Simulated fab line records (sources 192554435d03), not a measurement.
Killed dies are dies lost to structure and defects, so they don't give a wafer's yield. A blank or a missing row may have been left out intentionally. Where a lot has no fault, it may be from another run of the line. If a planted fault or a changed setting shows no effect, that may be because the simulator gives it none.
Which tool was responsible? | flow n5Finfet | 24 lots with 72 wafers sampled at 6 steps, on a route of 1938 steps

## WHAT EACH GAUGE READ, for each wafer
Not one reading of a measure or inspect step in the record can be checked against a usual standard deviation.

## WHAT TOOL EACH LOT RAN ON (gives the tool, then ch and the chambers of the sampled wafers, and finally the start)
lot  | N5_BEOL_M2_HM_OPEN_17            | N5_BEOL_M2_VIA_ETCH_34            | N5_BEOL_M2_STRIP_36               | N5_BEOL_M2_DEGAS_44         | N5_BEOL_M2_SPUTTER_86       | N5_BEOL_M2_ANNEAL_95
L074 | rieMetal-01 ch 0,1, day 6 19:21  | rieDiel-06 ch 1,2, day 6 20:32    | rieDiel-06 ch 1,2, day 6 20:36    | pvdSputter-03, day 6 21:16  | pvdSputter-01, day 6 22:44  | pvdSputter-01, day 6 23:41
L075 | rieMetal-02 ch 0,1, day 6 19:25  | rieDiel-05 ch 1,2, day 6 20:37    | rieDiel-05 ch 1,2, day 6 20:41    | pvdSputter-03, day 6 21:26  | pvdSputter-02, day 7 00:18  | pvdSputter-02, day 7 01:16
L076 | rieMetal-03 ch 0,1, day 7 07:02  | rieDiel-06 ch 0,2,3, day 7 08:43  | rieDiel-06 ch 0,2,3, day 7 08:47  | pvdSputter-03, day 7 09:54  | pvdSputter-01, day 7 11:17  | pvdSputter-01, day 7 12:14
L077 | rieMetal-03 ch 0,1, day 7 10:13  | rieDiel-05 ch 0,3, day 7 11:55    | rieDiel-05 ch 0,3, day 7 11:58    | pvdSputter-02, day 7 12:27  | pvdSputter-01, day 7 15:41  | pvdSputter-01, day 7 16:38
L078 | rieMetal-02 ch 0, day 7 18:43    | rieDiel-05 ch 0,1,3, day 7 23:41  | rieDiel-05 ch 0,1,3, day 7 23:44  | pvdSputter-01, day 8 00:24  | pvdSputter-02, day 8 01:41  | pvdSputter-02, day 8 02:38
L079 | rieMetal-02 ch 1, day 8 01:26    | rieDiel-02 ch 0,1, day 8 07:43    | rieDiel-02 ch 0,1, day 8 07:47    | pvdSputter-02, day 8 08:29  | pvdSputter-03, day 8 09:45  | pvdSputter-03, day 8 10:43
L080 | rieMetal-01 ch 0,1, day 8 02:40  | rieDiel-05 ch 1,2,3, day 8 07:22  | rieDiel-05 ch 1,2,3, day 8 07:25  | pvdSputter-03, day 8 07:51  | pvdSputter-02, day 8 09:13  | pvdSputter-02, day 8 10:11
L081 | rieMetal-01 ch 0,1, day 8 08:21  | rieDiel-06 ch 1,2, day 8 10:25    | rieDiel-06 ch 1,2, day 8 10:28    | pvdSputter-01, day 8 11:05  | pvdSputter-03, day 8 12:27  | pvdSputter-03, day 8 13:25
L082 | rieMetal-01 ch 0,1, day 8 17:38  | rieDiel-02 ch 1,2,3, day 8 19:32  | rieDiel-02 ch 1,2,3, day 8 19:35  | pvdSputter-02, day 8 20:21  | pvdSputter-02, day 8 21:58  | pvdSputter-02, day 8 22:56
L083 | rieMetal-01 ch 0,1, day 8 20:39  | rieDiel-05 ch 0,2,3, day 8 23:56  | rieDiel-05 ch 0,2,3, day 8 23:59  | pvdSputter-02, day 9 00:45  | pvdSputter-02, day 9 02:14  | pvdSputter-02, day 9 03:11
L084 | rieMetal-03 ch 0, day 9 01:04    | rieDiel-05 ch 2,3, day 9 05:40    | rieDiel-05 ch 2,3, day 9 05:43    | pvdSputter-02, day 9 06:26  | pvdSputter-01, day 9 07:42  | pvdSputter-01, day 9 08:40
L086 | rieMetal-02 ch 0,1, day 9 13:01  | rieDiel-05 ch 0,1,3, day 9 17:55  | rieDiel-05 ch 0,1,3, day 9 17:59  | pvdSputter-01, day 9 18:32  | pvdSputter-03, day 9 20:05  | pvdSputter-03, day 9 21:03
L085 | rieMetal-02 ch 0, day 9 16:59    | rieDiel-02 ch 0,1,2, day 9 20:56  | rieDiel-02 ch 0,1,2, day 9 21:00  | pvdSputter-01, day 9 21:29  | pvdSputter-01, day 10 00:25 | pvdSputter-01, day 10 01:22
L087 | rieMetal-03 ch 0,1, day 10 02:36 | rieDiel-05 ch 0,3, day 10 03:46   | rieDiel-05 ch 0,3, day 10 03:50   | pvdSputter-02, day 10 04:19 | pvdSputter-02, day 10 05:40 | pvdSputter-02, day 10 06:37
L088 | rieMetal-01 ch 0,1, day 10 03:09 | rieDiel-02 ch 1,2, day 10 04:37   | rieDiel-02 ch 1,2, day 10 04:40   | pvdSputter-03, day 10 05:36 | pvdSputter-03, day 10 07:06 | pvdSputter-03, day 10 08:04
L089 | rieMetal-02 ch 0,1, day 10 08:25 | rieDiel-06 ch 0,1, day 10 10:20   | rieDiel-06 ch 0,1, day 10 10:23   | pvdSputter-02, day 10 10:57 | pvdSputter-01, day 10 12:12 | pvdSputter-01, day 10 13:10
L090 | rieMetal-02 ch 0,1, day 10 15:16 | rieDiel-02 ch 0,1,3, day 10 16:21 | rieDiel-02 ch 0,1,3, day 10 16:25 | pvdSputter-03, day 10 17:20 | pvdSputter-03, day 10 18:40 | pvdSputter-03, day 10 19:38
L091 | rieMetal-01 ch 0,1, day 10 21:38 | rieDiel-02 ch 0,1,2, day 11 05:48 | rieDiel-02 ch 0,1,2, day 11 05:52 | pvdSputter-01, day 11 06:29 | pvdSputter-02, day 11 09:12 | pvdSputter-02, day 11 10:10
L092 | rieMetal-01 ch 0,1, day 11 03:08 | rieDiel-05 ch 0,1,3, day 11 10:24 | rieDiel-05 ch 0,1,3, day 11 10:28 | pvdSputter-01, day 11 10:56 | pvdSputter-01, day 11 12:17 | pvdSputter-01, day 11 13:14
L093 | rieMetal-01 ch 0,1, day 11 11:31 | rieDiel-02 ch 0,2, day 11 16:11   | rieDiel-02 ch 0,2, day 11 16:14   | pvdSputter-03, day 11 16:51 | pvdSputter-02, day 11 18:10 | pvdSputter-02, day 11 19:08
L094 | rieMetal-01 ch 0,1, day 11 12:16 | rieDiel-05 ch 1,2,3, day 11 16:40 | rieDiel-05 ch 1,2,3, day 11 16:44 | pvdSputter-02, day 11 17:11 | pvdSputter-01, day 11 19:04 | pvdSputter-01, day 11 20:02
L095 | rieMetal-02 ch 0,1, day 11 15:28 | rieDiel-02 ch 0,2, day 11 17:09   | rieDiel-02 ch 0,2, day 11 17:13   | pvdSputter-01, day 11 18:09 | pvdSputter-03, day 11 20:23 | pvdSputter-03, day 11 21:20
L096 | rieMetal-01 ch 0,1, day 12 01:14 | rieDiel-02 ch 1,2,3, day 12 08:20 | rieDiel-02 ch 1,2,3, day 12 08:24 | pvdSputter-02, day 12 09:21 | pvdSputter-02, day 12 10:34 | pvdSputter-02, day 12 11:32
L097 | rieMetal-03 ch 0,1, day 12 01:44 | rieDiel-02 ch 0,2,3, day 12 09:23 | rieDiel-02 ch 0,2,3, day 12 09:27 | pvdSputter-01, day 12 09:50 | pvdSputter-01, day 12 12:40 | pvdSputter-01, day 12 13:37
- N5_BEOL_M2_HM_OPEN_17: chemistry Cl2/BCl3, target TiN, target depth 20 nm, overetch 6 nm.
- N5_BEOL_M2_VIA_ETCH_34: etches the open film in C4F6/O2, target depth 69.4 nm, time 65.9 s.
- N5_BEOL_M2_STRIP_36: strips in N2/H2.
- N5_BEOL_M2_DEGAS_44: time 60 s.
- N5_BEOL_M2_SPUTTER_86: material Cu, target thk 4.5 nm, time 8.29 s.
- N5_BEOL_M2_ANNEAL_95: time 240 s.

## WHAT THE TOOLS THEMSELVES READ (means of the sampled wafers that have a number; where no wafer has one, the mark that the record gives instead)
N5_BEOL_M2_HM_OPEN_17.
lot  | tool        | drypumpMotorCurrentA (A) | oesProductAu (a.u.) | rfFwdPowerW (W) | throttleValvePct (%)
L074 | rieMetal-01 | 5.8                      | 0.68                | 993             | 22.11
L075 | rieMetal-02 | 5.6                      | 0.70                | 991             | 22.05
L076 | rieMetal-03 | 6.3                      | 0.77                | 993             | 22.33
L077 | rieMetal-03 | 6.4                      | 0.74                | 994             | 22.20
L078 | rieMetal-02 | 6.4                      | 0.67                | 996             | 21.90
L079 | rieMetal-02 | 5.2                      | 0.72                | 990             | 22.12
L080 | rieMetal-01 | 5.8                      | 0.68                | 995             | 22.10
L081 | rieMetal-01 | 5.8                      | 0.68                | 996             | 22.10
L082 | rieMetal-01 | 5.8                      | 0.68                | 994             | 22.08
L083 | rieMetal-01 | 5.8                      | 0.68                | 996             | 22.09
L084 | rieMetal-03 | 6.5                      | 0.71                | 989             | 22.06
L086 | rieMetal-02 | 5.6                      | 0.69                | 990             | 22.06
L085 | rieMetal-02 | 6.3                      | 0.66                | 992             | 21.89
L087 | rieMetal-03 | 6.3                      | 0.73                | 992             | 22.36
L088 | rieMetal-01 | 5.8                      | 0.67                | 996             | 22.11
L089 | rieMetal-02 | 5.6                      | 0.69                | 987             | 22.05
L090 | rieMetal-02 | 5.6                      | 0.68                | 994             | 22.08
L091 | rieMetal-01 | 5.8                      | 0.67                | 997             | 22.10
L092 | rieMetal-01 | 5.8                      | 0.65                | 993             | 22.13
L093 | rieMetal-01 | 5.8                      | 0.65                | 997             | 22.14
L094 | rieMetal-01 | 5.8                      | 0.66                | 994             | 22.11
L095 | rieMetal-02 | 6.0                      | 0.66                | 988             | 21.99
L096 | rieMetal-01 | 5.8                      | 0.65                | 997             | 22.12
L097 | rieMetal-03 | 6.2                      | 0.73                | 992             | 22.37

N5_BEOL_M2_VIA_ETCH_34.
lot  | tool       | drypumpMotorCurrentA (A) | oesProductAu (a.u.) | rfFwdPowerW (W) | rfVppV (V) | showerheadPlenumPTorr (Torr) | throttleValvePct (%)
L074 | rieDiel-06 | 5.6                      | 0.74                | 346.5           | 654        | 2.90                         | 30.7
L075 | rieDiel-05 | 5.3                      | 0.79                | 347.7           | 680        | 2.92                         | 30.5
L076 | rieDiel-06 | 5.9                      | 0.77                | 347.9           | 656        | 2.86                         | 31.1
L077 | rieDiel-05 | 5.5                      | 0.81                | 347.2           | 669        | 2.91                         | 30.9
L078 | rieDiel-05 | 5.7                      | 0.82                | 346.6           | 671        | 2.91                         | 30.9
L079 | rieDiel-02 | 6.4                      | 0.76                | 345.8           | 659        | 2.87                         | 30.6
L080 | rieDiel-05 | 5.5                      | 0.79                | 346.2           | 671        | 2.93                         | 30.6
L081 | rieDiel-06 | 5.6                      | 0.74                | 346.1           | 651        | 2.88                         | 30.7
L082 | rieDiel-02 | 5.8                      | 0.73                | 346.0           | 649        | 2.84                         | 31.0
L083 | rieDiel-05 | 5.3                      | 0.78                | 348.7           | 671        | 2.92                         | 30.6
L084 | rieDiel-05 | 5.1                      | 0.75                | 347.7           | 672        | 2.94                         | 30.3
L086 | rieDiel-05 | 5.7                      | 0.80                | 346.6           | 671        | 2.91                         | 30.9
L085 | rieDiel-02 | 6.0                      | 0.75                | 347.2           | 656        | 2.88                         | 30.9
L087 | rieDiel-05 | 5.5                      | 0.78                | 346.8           | 663        | 2.94                         | 30.7
L088 | rieDiel-02 | 5.8                      | 0.70                | 346.9           | 655        | 2.82                         | 30.9
L089 | rieDiel-06 | 5.9                      | 0.69                | 346.7           | 653        | 2.87                         | 30.9
L090 | rieDiel-02 | 6.2                      | 0.76                | 347.0           | 650        | 2.87                         | 30.8
L091 | rieDiel-02 | 6.0                      | 0.75                | 347.5           | 656        | 2.87                         | 30.9
L092 | rieDiel-05 | 5.7                      | 0.78                | 346.8           | 670        | 2.90                         | 31.0
L093 | rieDiel-02 | 5.6                      | 0.73                | 348.1           | 653        | 2.88                         | 31.2
L094 | rieDiel-05 | 5.5                      | 0.76                | 347.5           | 672        | 2.92                         | 30.7
L095 | rieDiel-02 | 5.6                      | 0.74                | 346.9           | 654        | 2.88                         | 31.2
L096 | rieDiel-02 | 5.8                      | 0.81                | 345.8           | 647        | 2.83                         | 30.9
L097 | rieDiel-02 | 5.9                      | 0.74                | 345.6           | 648        | 2.88                         | 31.0

N5_BEOL_M2_STRIP_36.
lot  | tool       | drypumpMotorCurrentA (A) | oesProductAu (a.u.) | rfVppV (V) | showerheadPlenumPTorr (Torr) | tempC (C) | throttleValvePct (%)
L074 | rieDiel-06 | 5.6                      | 0.74                | 58.6       | 2.60                         | 40.01     | 23.48
L075 | rieDiel-05 | 5.3                      | 0.78                | 59.5       | 2.62                         | 40.01     | 23.58
L076 | rieDiel-06 | 5.9                      | 0.78                | 59.7       | 2.54                         | 39.97     | 23.87
L077 | rieDiel-05 | 5.5                      | 0.81                | 59.3       | 2.58                         | 40.16     | 23.49
L078 | rieDiel-05 | 5.7                      | 0.81                | 60.4       | 2.59                         | 39.98     | 23.64
L079 | rieDiel-02 | 6.3                      | 0.76                | 59.7       | 2.58                         | 39.89     | 23.65
L080 | rieDiel-05 | 5.5                      | 0.80                | 60.1       | 2.62                         | 39.99     | 23.60
L081 | rieDiel-06 | 5.6                      | 0.75                | 60.1       | 2.58                         | 40.00     | 23.54
L082 | rieDiel-02 | 5.8                      | 0.73                | 57.9       | 2.53                         | 39.98     | 23.81
L083 | rieDiel-05 | 5.3                      | 0.78                | 59.2       | 2.61                         | 39.98     | 23.46
L084 | rieDiel-05 | 5.1                      | 0.77                | 58.9       | 2.64                         | 40.09     | 23.41
L086 | rieDiel-05 | 5.7                      | 0.80                | 59.7       | 2.58                         | 39.98     | 23.65
L085 | rieDiel-02 | 6.0                      | 0.75                | 58.8       | 2.57                         | 40.10     | 23.78
L087 | rieDiel-05 | 5.5                      | 0.79                | 59.8       | 2.61                         | 39.96     | 23.49
L088 | rieDiel-02 | 5.9                      | 0.71                | 57.9       | 2.51                         | 39.91     | 23.68
L089 | rieDiel-06 | 5.9                      | 0.68                | 60.4       | 2.57                         | 40.01     | 23.78
L090 | rieDiel-02 | 6.3                      | 0.75                | 60.5       | 2.58                         | 39.95     | 23.83
L091 | rieDiel-02 | 6.0                      | 0.74                | 58.6       | 2.57                         | 40.07     | 23.79
L092 | rieDiel-05 | 5.7                      | 0.78                | 59.0       | 2.58                         | 39.98     | 23.67
L093 | rieDiel-02 | 5.6                      | 0.74                | 58.1       | 2.57                         | 39.99     | 23.91
L094 | rieDiel-05 | 5.5                      | 0.76                | 59.1       | 2.61                         | 39.95     | 23.65
L095 | rieDiel-02 | 5.6                      | 0.74                | 58.6       | 2.56                         | 39.78     | 23.93
L096 | rieDiel-02 | 5.8                      | 0.81                | 57.9       | 2.52                         | 40.00     | 23.69
L097 | rieDiel-02 | 5.8                      | 0.75                | 59.6       | 2.58                         | 39.90     | 23.96

N5_BEOL_M2_DEGAS_44.
lot  | tool          | heaterPowerW (W) | susceptorTempC (C)
L074 | pvdSputter-03 | 338              | 250.18
L075 | pvdSputter-03 | 359              | 250.08
L076 | pvdSputter-03 | 330              | 249.96
L077 | pvdSputter-02 | 301              | 250.00
L078 | pvdSputter-01 | 318              | 250.10
L079 | pvdSputter-02 | 290              | 250.13
L080 | pvdSputter-03 | 343              | 249.92
L081 | pvdSputter-01 | 316              | 250.24
L082 | pvdSputter-02 | 316              | 250.17
L083 | pvdSputter-02 | 296              | 250.04
L084 | pvdSputter-02 | 296              | 249.96
L086 | pvdSputter-01 | 318              | 250.13
L085 | pvdSputter-01 | 323              | 250.09
L087 | pvdSputter-02 | 318              | 249.99
L088 | pvdSputter-03 | 322              | 249.97
L089 | pvdSputter-02 | 301              | 250.03
L090 | pvdSputter-03 | 334              | 250.02
L091 | pvdSputter-01 | 322              | 249.98
L092 | pvdSputter-01 | 316              | 250.07
L093 | pvdSputter-03 | 337              | 250.08
L094 | pvdSputter-02 | 293              | 250.19
L095 | pvdSputter-01 | 328              | 249.96
L096 | pvdSputter-02 | 296              | 249.89
L097 | pvdSputter-01 | 314              | 249.99

N5_BEOL_M2_SPUTTER_86.
lot  | tool          | susceptorTempC (C) | throttleValvePct (%)
L074 | pvdSputter-01 | -20.08             | 30.3
L075 | pvdSputter-02 | -19.94             | 29.5
L076 | pvdSputter-01 | -19.96             | 31.1
L077 | pvdSputter-01 | -19.95             | 30.0
L078 | pvdSputter-02 | -20.03             | 29.5
L079 | pvdSputter-03 | -19.96             | 30.8
L080 | pvdSputter-02 | -19.90             | 29.5
L081 | pvdSputter-03 | -20.09             | 30.0
L082 | pvdSputter-02 | -19.94             | 29.5
L083 | pvdSputter-02 | -19.94             | 28.5
L084 | pvdSputter-01 | -20.04             | 29.4
L086 | pvdSputter-03 | -20.09             | 30.3
L085 | pvdSputter-01 | -20.02             | 30.1
L087 | pvdSputter-02 | -19.96             | 28.8
L088 | pvdSputter-03 | -20.02             | 30.1
L089 | pvdSputter-01 | -20.01             | 29.8
L090 | pvdSputter-03 | -20.04             | 30.8
L091 | pvdSputter-02 | -19.91             | 30.0
L092 | pvdSputter-01 | -19.87             | 29.9
L093 | pvdSputter-02 | -19.99             | 28.6
L094 | pvdSputter-01 | -19.96             | 30.5
L095 | pvdSputter-03 | -20.14             | 30.0
L096 | pvdSputter-02 | -20.02             | 28.4
L097 | pvdSputter-01 | -20.06             | 30.9

N5_BEOL_M2_ANNEAL_95.
lot  | tool          | heaterPowerW (W) | susceptorTempC (C)
L074 | pvdSputter-01 | 799              | 400.03
L075 | pvdSputter-02 | 781              | 399.91
L076 | pvdSputter-01 | 810              | 400.01
L077 | pvdSputter-01 | 822              | 399.95
L078 | pvdSputter-02 | 798              | 399.78
L079 | pvdSputter-03 | 819              | 400.05
L080 | pvdSputter-02 | 774              | 400.20
L081 | pvdSputter-03 | 775              | 400.01
L082 | pvdSputter-02 | 771              | 400.06
L083 | pvdSputter-02 | 773              | 400.33
L084 | pvdSputter-01 | 769              | 399.98
L086 | pvdSputter-03 | 863              | 399.90
L085 | pvdSputter-01 | 787              | 399.86
L087 | pvdSputter-02 | 741              | 399.75
L088 | pvdSputter-03 | 794              | 399.99
L089 | pvdSputter-01 | 795              | 399.98
L090 | pvdSputter-03 | 827              | 400.12
L091 | pvdSputter-02 | 769              | 400.19
L092 | pvdSputter-01 | 802              | 399.85
L093 | pvdSputter-02 | 761              | 399.98
L094 | pvdSputter-01 | 817              | 399.95
L095 | pvdSputter-03 | 740              | 400.03
L096 | pvdSputter-02 | 768              | 400.20
L097 | pvdSputter-01 | 806              | 400.13

## THE ANSWER, worked out from the rows above alone
Rule: what is usual is taken from the lots themselves. Put in order of their means at a reading, lots are off if they are a third of the lots or fewer, leave a main group of 4 or more, and stand apart from it by a gap of 3 or more times the standard deviation of the main group's means; of several such gaps the widest counts. A main group whose means are all the same, to the digits that the tables above print for the reading, isn't used. Also off: a lot with no number at a reading for which 4 or more lots have one. Where the step has rows for the other lots, those lots are counted as sound. Order of review: gauges by route order, followed by the tools' own readings, for which a lot's mean as printed above is used. At the first step where some lot is off, the reading lying furthest off is the one used; lots without a number count as furthest.
Across all readings shown, no lot is off: no conclusion can be drawn from this.

## WHAT HAD BEEN PUT IN BY THE SIMULATOR
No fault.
